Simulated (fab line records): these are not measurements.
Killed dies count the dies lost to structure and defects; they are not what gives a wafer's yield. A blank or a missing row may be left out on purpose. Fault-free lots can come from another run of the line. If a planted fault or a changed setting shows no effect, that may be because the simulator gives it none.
Chamber matching / flow n5-finfet / N5_MOL_CONTACT_COAG_ALD_131 on ald-sin-02 has 4 sister chambers
The step deposits SiO2, target thk 5 nm, pulse time 1 s, co reactant pulse time 1 s. 14 wafers are shown with their chamber, then 7 later ones without.

== WAFERS, EACH WITH ITS CHAMBER ==
wafer=L074.4; chamber=0; heater-power-w (W)=67; precursor-pulse-height-rel=1.004
wafer=L074.5; chamber=1; heater-power-w (W)=89; precursor-pulse-height-rel=1.004
wafer=L074.6; chamber=2; heater-power-w (W)=69; precursor-pulse-height-rel=1.002
wafer=L078.3; chamber=0; heater-power-w (W)=68; precursor-pulse-height-rel=0.990
wafer=L078.4; chamber=3; heater-power-w (W)=69; precursor-pulse-height-rel=1.001
wafer=L078.5; chamber=0; heater-power-w (W)=66; precursor-pulse-height-rel=1.019
wafer=L079.1; chamber=2; heater-power-w (W)=68; precursor-pulse-height-rel=0.996
wafer=L079.4; chamber=1; heater-power-w (W)=88; precursor-pulse-height-rel=0.997
wafer=L079.6; chamber=2; heater-power-w (W)=70; precursor-pulse-height-rel=1.017
wafer=L085.2; chamber=1; heater-power-w (W)=89; precursor-pulse-height-rel=0.973
wafer=L085.4; chamber=0; heater-power-w (W)=67; precursor-pulse-height-rel=1.023
wafer=L085.6; chamber=2; heater-power-w (W)=69; precursor-pulse-height-rel=1.001
wafer=L086.4; chamber=1; heater-power-w (W)=90; precursor-pulse-height-rel=0.991
wafer=L086.5; chamber=0; heater-power-w (W)=67; precursor-pulse-height-rel=0.975

SIGNATURES, as means of the wafers listed above
reading=heater-power-w; chamber 0=67.00; chamber 1=89.00; chamber 2=69.00; chamber 3=69.00; scatter within a chamber=0.775
reading=precursor-pulse-height-rel; chamber 0=1.00220; chamber 1=0.99125; chamber 2=1.00400; chamber 3=1.00100; scatter within a chamber=0.0154
Rule: for each reading, subtract the chamber's mean from the wafer's reading, divide by that reading's scatter and square the result; add these up over the readings and take the root, which gives the wafer's distance from the chamber. The wafer belongs to the nearest chamber; if the next one is less than 2 further off, it can't be placed. How the scatter is found: for the shown wafers, subtract from each reading the mean of its chamber, square and add these, divide the total by (wafers less chambers), then take the root.

== WAFERS WITH NO CHAMBER GIVEN ==
wafer=L086.6; heater-power-w (W)=71; precursor-pulse-height-rel=0.977
wafer=L089.1; heater-power-w (W)=65; precursor-pulse-height-rel=1.010
wafer=L089.3; heater-power-w (W)=72; precursor-pulse-height-rel=0.988
wafer=L089.5; heater-power-w (W)=68; precursor-pulse-height-rel=0.995
wafer=L096.1; heater-power-w (W)=71; precursor-pulse-height-rel=1.016
wafer=L096.3; heater-power-w (W)=72; precursor-pulse-height-rel=1.019
wafer=L096.5; heater-power-w (W)=84; precursor-pulse-height-rel=0.991

== WHICH CHAMBER EACH ONE RAN IN ==
wafer=L086.6; from the rows above=can't be placed: 3 or 2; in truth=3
wafer=L089.1; from the rows above=0; in truth=0
wafer=L089.3; from the rows above=can't be placed: 3 or 2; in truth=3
wafer=L089.5; from the rows above=can't be placed: 3 or 0 or 2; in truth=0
wafer=L096.1; from the rows above=can't be placed: 2 or 3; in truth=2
wafer=L096.3; from the rows above=can't be placed: 2 or 3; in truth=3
wafer=L096.5; from the rows above=1; in truth=1
2 of 7 placed correctly. Cannot be placed on the basis of these rows: 5; the candidates contain the true chamber in 5. Wrongly placed: 0.
